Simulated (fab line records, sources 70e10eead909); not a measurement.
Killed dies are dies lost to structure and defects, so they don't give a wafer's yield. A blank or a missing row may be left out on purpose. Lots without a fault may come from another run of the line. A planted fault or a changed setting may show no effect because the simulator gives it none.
Chamber matching | flow nand_harc | NHARC_A_STAIRCASE_ETCH_253 on rie_diel-06: 4 sister chambers
The step etches the open film in C4F8/O2, target depth 50 nm, time 20.2 s. 8 wafers are shown with their chamber, then 9 later ones without.

WAFERS WITH THEIR CHAMBER
wafer  | chamber | rf_vpp_V (V) | oes_product_au (a.u.)
L081.4 | 0       | 890          | 0.963
L081.6 | 3       | 889          | 0.957
L083.4 | 1       | 893          | 0.977
L083.5 | 1       | 893          | 0.963
L083.6 | 2       | 906          | 0.996
L083.1 | 2       | 905          | 0.995
L083.2 | 0       | 888          | 0.949
L083.3 | 3       | 889          | 0.986

WAFERS WITHOUT THEIR CHAMBER
wafer  | rf_vpp_V (V) | oes_product_au (a.u.)
L087.1 | 904          | 0.987
L087.3 | 888          | 0.957
L087.6 | 889          | 0.959
L088.2 | 893          | 0.930
L088.5 | 889          | 0.912
L088.6 | 889          | 0.923
L095.1 | 906          | 0.953
L095.2 | 888          | 0.951
L095.4 | 889          | 0.933

WHICH CHAMBER EACH WENT THROUGH
wafer  | from the rows above     | in truth
L087.1 | 2                       | 2
L087.3 | can't be placed: 0 or 3 | 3
L087.6 | can't be placed: 0 or 3 | 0
L088.2 | 1                       | 1
L088.5 | can't be placed: 0 or 3 | 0
L088.6 | can't be placed: 0 or 3 | 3
L095.1 | 2                       | 2
L095.2 | can't be placed: 0 or 3 | 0
L095.4 | can't be placed: 0 or 3 | 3
Placed correctly: 3 of 9. Can't be placed from these rows: 6 (the true chamber is among the candidates in 6). Placed wrongly: 0.
How it was worked out, from the rows above alone: a wafer's distance from a chamber is the root of the sum, over the readings, of the square of ((its reading less the chamber's mean) divided by the reading's scatter). The wafer belongs to the nearest chamber; if the next one is less than 2 further off, it can't be placed. A chamber's mean is the mean of its shown wafers. The scatter: the root of (the sum of the squares of (reading less its chamber's mean) over the shown wafers, divided by (wafers less chambers)).
